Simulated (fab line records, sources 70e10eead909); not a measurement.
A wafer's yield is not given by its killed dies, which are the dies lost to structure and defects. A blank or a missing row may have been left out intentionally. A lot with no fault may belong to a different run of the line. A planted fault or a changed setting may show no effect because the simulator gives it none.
fab line records    flow nand-harc
record: lots: 13  wafers: 39  last-day: 33
route steps=1302 shown P_GATE@204 P_CONTACT@218
lots with no fault: from the same line, run without faults
start-h: the number of hours between the record's first day and the start of the first shown wafer of the lot    wait-h: hours elapsed since this lot's preceding step    " as in the row above    L1.1+2: one row covering several wafers at once    - no value, or no start given    * or withheld: withheld    < > ~ a bound
route shown NAME@n: names a module that has steps shown in the file, with the first one's number in the route    usual: mean and standard deviation over wafers with no fault    same: alike in all rows    chamber/n: place in a boat    sites: readings site by site    _std_site: standard deviation across them    _edge_site: mean of outer sites minus mean of inner sites    radius-mm: how far each site lies from the wafer's centre    mask NAME#n: copy n    behind: the most recent tool/chamber to have shaped the wafer    hold: the reason the lot was held/the length of the hold in hours/how it ended    device: names the non-switching transistor (n, p or np)    end of line: the same wafers' tests at the end of the route    a step without rows: its recipe alone    killed: not the wafer's yield, but the dies lost to structure and defects at the first sort    map: shows each die of a wafer: x if killed, . if not, _ if none is there
set.NAME: the run value of the setting; set.NAME@STEP: its run value at that earlier step    model.NAME: the simulator's own value behind a step, which no gauge read
one table for each step of the route and one row for each wafer, over a sample of lots
services: a tool's chamber out of use, with start hour (start-h, from the record's first day; less than 0 if before it), hours out, and reason
== steps ==
step: NHARC_P_GATE_STRIP_113
recipe: power-w: 1500  temp-c: 110  time-s: 740  chemistry: N2/H2
usual: drypump-motor-current-A: 5.5/0.62  heater-power-w: 90/5.4
lot.wafer  tool             chamber  start-h  wait-h  drypump-motor-current-A  heater-power-w  rf-hours-counter-h
L274.2     plasma-asher-01  0        122.20   0.2     4.9                      93              28
L274.4     "                0        "        "       4.9                      93              -
L274.3     "                1        "        "       6.5                      81              -
L275.2     plasma-asher-02  1        132.93   0.2     5.2                      87              11
L275.1     "                0        "        "       5.5                      97              11
L275.3     "                0        "        "       5.5                      99              -
L276.1     plasma-asher-02  1        145.94   0.2     5.2                      86              14
L276.4     "                0        "        "       5.5                      95              -
L276.5     "                1        "        "       5.2                      88              -
L277.2     plasma-asher-02  1        150.45   0.2     5.1                      88              15
L277.3     "                0        "        "       5.4                      96              -
L277.5     "                1        "        "       5.2                      86              -
L278.2     plasma-asher-02  0        162.91   0.3     5.5                      97              17
L278.3     "                1        "        "       5.2                      84              -
L278.5     "                0        "        "       5.5                      95              -
L279.1     plasma-asher-02  0        171.66   0.2     5.5                      96              19
L279.2     "                1        "        "       5.2                      89              19
L279.5     "                0        "        "       5.5                      95              -
L280.1     plasma-asher-02  0        182.57   0.2     5.5                      98              23
L280.2     "                1        "        "       5.2                      86              23
L280.5     "                0        "        "       5.5                      98              -
L281.1     plasma-asher-02  1        195.24   0.3     5.2                      84              26
L281.4     "                0        "        "       5.5                      95              -
L281.6     "                0        "        "       5.5                      98              -
L282.2     plasma-asher-01  1        199.37   0.2     6.5                      84              5
L282.3     "                1        "        "       6.5                      84              -
L282.6     "                1        "        "       6.6                      84              -
L287.3     plasma-asher-01  0        268.94   0.4     4.9                      92              -
L287.4     "                1        "        "       6.5                      85              -
L287.6     "                0        "        "       4.9                      91              -
L289.4     plasma-asher-02  1        288.06   0.3     5.2                      84              -
L289.5     "                1        "        "       5.2                      82              -
L289.6     "                0        "        "       5.5                      98              -
L295.1     plasma-asher-01  1        329.63   0.2     6.5                      84              35
L295.6     "                1        "        "       6.5                      83              -
L295.5     "                0        "        "       4.9                      92              -
L296.1     plasma-asher-01  0        341.62   0.2     4.9                      90              38
L296.2     "                1        "        "       6.5                      84              38
L296.6     "                1        "        "       6.5                      84              -
step: NHARC_P_GATE_DEGAS_109
recipe: temp-c: 300  time-s: 60
usual: heater-power-w: 455/23
lot.wafer  tool            chamber  start-h  wait-h  heater-power-w
L274.4     pvd-sputter-02  -        123.81   0.1     459
L274.2     "               -        "        "       498
L274.3     "               -        "        "       470
L275.2     pvd-sputter-03  -        134.52   0.1     429
L275.1     "               -        "        "       443
L275.3     "               -        "        "       483
L276.1     pvd-sputter-02  -        147.53   0.1     499
L276.4     "               -        "        "       471
L276.5     "               -        "        "       495
L277.3     pvd-sputter-01  -        152.04   0.1     470
L277.2     "               -        "        "       413
L277.5     "               -        "        "       418
L278.2     pvd-sputter-01  -        164.39   0.1     423
L278.3     "               -        "        "       419
L278.5     "               -        "        "       423
L279.1     pvd-sputter-01  -        173.26   0.1     465
L279.2     "               -        "        "       454
L279.5     "               -        "        "       425
L280.2     pvd-sputter-02  -        184.15   0.1     467
L280.1     "               -        "        "       471
L280.5     "               -        "        "       506
L281.1     pvd-sputter-03  -        196.71   0.1     436
L281.4     "               -        "        "       436
L281.6     "               -        "        "       425
L282.3     pvd-sputter-03  -        200.96   0.1     485
L282.2     "               -        "        "       441
L282.6     "               -        "        "       432
L287.3     pvd-sputter-01  -        270.28   0.1     433
L287.4     "               -        "        "       441
L287.6     "               -        "        "       439
L289.4     pvd-sputter-01  -        289.55   0.1     432
L289.6     "               -        "        "       453
L289.5     "               -        "        "       434
L295.1     pvd-sputter-03  -        331.24   0.1     484
L295.6     "               -        "        "       445
L295.5     "               -        "        "       449
L296.2     pvd-sputter-01  -        343.20   0.1     423
L296.1     "               -        "        "       456
L296.6     "               -        "        "       448
step: NHARC_P_CONTACT_DEP_00
recipe: target-thk-a: 5000  temp-c: 400  pressure-torr: 6.5  rf-w: 900  teos-flow-sccm: 161.4  flow-sccm: 2650  target-thk-nm: 500  gas: O2  material: SiO2
usual: heater-power-w: 557/100  mfc-precursor-sccm: 161.5/0.39  throttle-valve-pct: 15.9/0.36
lot.wafer  tool      chamber  start-h  wait-h  heater-power-w  mfc-precursor-sccm  throttle-valve-pct
L274.2     pecvd-01  2        125.10   -       825             161.1               16.5
L274.3     "         0        "        "       557             161.0               15.7
L274.4     "         1        "        "       679             161.4               16.2
L275.2     pecvd-04  1        135.81   -       406             162.3               15.6
L275.3     "         2        "        "       469             161.5               15.7
L275.1     "         0        "        "       691             161.6               15.7
L276.1     pecvd-01  1        148.90   -       657             161.2               15.7
L276.4     "         0        "        "       525             161.4               15.6
L276.5     "         2        "        "       599             161.8               16.1
L277.3     pecvd-03  1        153.47   -       720             160.8               15.7
L277.2     "         2        "        "       560             161.6               16.5
L277.5     "         1        "        "       597             160.6               15.6
L278.3     pecvd-01  2        165.64   -       744             161.5               16.3
L278.2     "         0        "        "       464             162.0               15.4
L278.5     "         0        "        "       500             161.4               15.6
L279.2     pecvd-03  2        174.58   -       497             161.2               16.0
L279.1     "         1        "        "       634             161.0               15.6
L279.5     "         1        "        "       672             161.4               15.7
L280.2     pecvd-04  0        185.52   0.3     629             161.2               15.8
L280.1     "         1        "        "       498             161.9               15.6
L280.5     "         1        "        "       413             161.3               15.6
L281.1     pecvd-03  0        198.24   -       468             162.1               15.7
L281.6     "         1        "        "       665             161.4               15.4
L281.4     "         2        "        "       554             161.9               16.5
L282.2     pecvd-01  2        202.24   -       670             161.1               16.3
L282.3     "         0        "        "       530             162.0               15.6
L282.6     "         1        "        "       668             161.4               15.8
L287.3     pecvd-03  2        271.53   -       471             161.4               16.5
L287.4     "         0        "        "       411             161.5               15.7
L287.6     "         1        "        "       538             161.6               15.2
L289.5     pecvd-03  1        290.93   -       664             58.7                14.2
L289.6     "         2        "        "       537             162.0               16.6
L289.4     "         0        "        "       473             161.5               15.9
L295.1     pecvd-01  0        332.48   -       536             161.2               15.7
L295.5     "         0        "        "       522             160.8               15.6
L295.6     "         2        "        "       741             161.5               16.2
L296.2     pecvd-04  2        344.45   -       505             161.9               15.8
L296.1     "         1        "        "       502             161.9               16.0
L296.6     "         1        "        "       515             161.6               16.1
step: NHARC_P_CONTACT_OVL_MEAS_13
usual: overlay-x-nm: 0.0/0.79  overlay-y-nm: -0.2/0.87
lot.wafer  tool        chamber  start-h  wait-h  overlay-x-nm  overlay-y-nm
L274.2     overlay-02  -        126.46   -       0.5           -1.4
L274.3     "           -        "        "       0.6           -0.9
L274.4     "           -        "        "       0.1           -1.5
L275.1     overlay-02  -        137.08   -       1.0           0.5
L275.2     "           -        "        "       1.5           0.2
L275.3     "           -        "        "       0.8           0.0
L276.1     overlay-02  -        150.14   -       -1.2          2.4
L276.4     "           -        "        "       -0.6          1.2
L276.5     "           -        "        "       -0.8          1.4
L277.2     overlay-02  -        154.87   -       -0.8          -0.7
L277.3     "           -        "        "       -0.6          -0.2
L277.5     "           -        "        "       -1.1          -0.5
L278.2     overlay-01  -        167.05   -       0.2           -1.6
L278.3     "           -        "        "       0.2           -1.2
L278.5     "           -        "        "       -0.2          -2.2
L279.1     overlay-02  -        175.85   -       -0.7          0.1
L279.2     "           -        "        "       -1.1          -0.2
L279.5     "           -        "        "       -1.4          -0.7
L280.1     overlay-01  -        187.03   -       -1.3          0.7
L280.2     "           -        "        "       -0.3          -0.3
L280.5     "           -        "        "       -0.3          0.2
L281.1     overlay-02  -        199.51   -       -0.7          -0.9
L281.4     "           -        "        "       -0.6          -1.4
L281.6     "           -        "        "       -0.8          -1.5
L282.2     overlay-01  -        203.51   -       -0.3          0.7
L282.3     "           -        "        "       -0.6          0.7
L282.6     "           -        "        "       -0.8          1.3
L287.3     overlay-01  -        272.94   -       -0.3          -1.6
L287.4     "           -        "        "       -0.6          -2.1
L287.6     "           -        "        "       -0.1          -1.3
L289.4     overlay-02  -        292.20   -       0.5           0.7
L289.5     "           -        "        "       0.6           0.7
L289.6     "           -        "        "       0.4           0.9
L295.1     overlay-01  -        333.88   -       -0.6          0.6
L295.5     "           -        "        "       -1.1          0.5
L295.6     "           -        "        "       -0.9          0.6
L296.1     overlay-01  -        345.85   -       0.6           0.0
L296.2     "           -        "        "       1.5           0.1
L296.6     "           -        "        "       0.5           0.2
== services ==
tool             chamber  start-h  hours  kind
pvd-sputter-02   -        104.11   10.0   pm
pecvd-01         -        130.30   13.0   pm
pecvd-01         0        130.30   13.0   vent-cycle
plasma-asher-01  -        133.58   0.5    repair
plasma-asher-01  -        165.31   9.0    pm
pecvd-04         2        169.62   30.8   repair
pvd-sputter-01   -        182.99   2.2    repair
pecvd-03         -        185.00   13.0   pm
pvd-sputter-01   -        192.31   41.4   repair
pecvd-04         -        197.32   5.5    repair
pvd-sputter-03   -        206.35   10.0   pm
pecvd-04         2        239.83   11.2   repair
plasma-asher-02  -        249.29   9.0    pm
plasma-asher-02  0        249.29   9.0    vent-cycle
plasma-asher-02  1        249.29   9.0    vent-cycle
plasma-asher-02  0        258.29   -      clean
plasma-asher-02  1        258.29   -      clean
pecvd-01         -        260.23   0.2    repair
plasma-asher-02  -        263.96   8.2    repair
pecvd-04         -        269.18   13.0   pm
pvd-sputter-02   -        279.16   7.2    repair
pvd-sputter-02   -        286.37   10.0   pm
pecvd-04         -        303.80   1.0    repair
pecvd-01         -        311.30   13.0   pm
== key ==
first-sign: step: NHARC_P_CONTACT_DEP_00  reading: mfc-precursor-sccm  direction: down  sigmas: 99+  usual: 161.5  struck: 58.7
effect: step: NHARC_P_CONTACT_DEP_00  reading: throttle-valve-pct  direction: down  sigmas: 4.7  usual: 15.9  struck: 14.2
met-at NHARC_P_CONTACT_DEP_00
struck-lots L289
struck-wafers L289.5
sort-left-out L289.5
tester-left-out L289
not-acting-at NHARC_P_GATE_STRIP_113,NHARC_P_GATE_DEGAS_109,NHARC_P_CONTACT_OVL_MEAS_13
onset-between 271.53 290.93
fault: kind: process-parameter-drift  tool: pecvd-03  chamber: 1  onset-h: 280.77  steps: NHARC_P_CONTACT_DEP_00  channel: teos-flow-sccm  offset: *  shape: step  end-h: 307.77  acts-in: *  stated: *
tester-left-out: of these lots the tester's yield and bins aren't shown, on N5 and GAA mostly nor the transistor test; their killed dies are dies lost to structure and defects alone, not to doping, threshold or leakage, so they don't give the yield
sort-left-out: the simulated sort isn't trusted on such a fault, so these wafers' sort isn't shown, and their yield isn't known
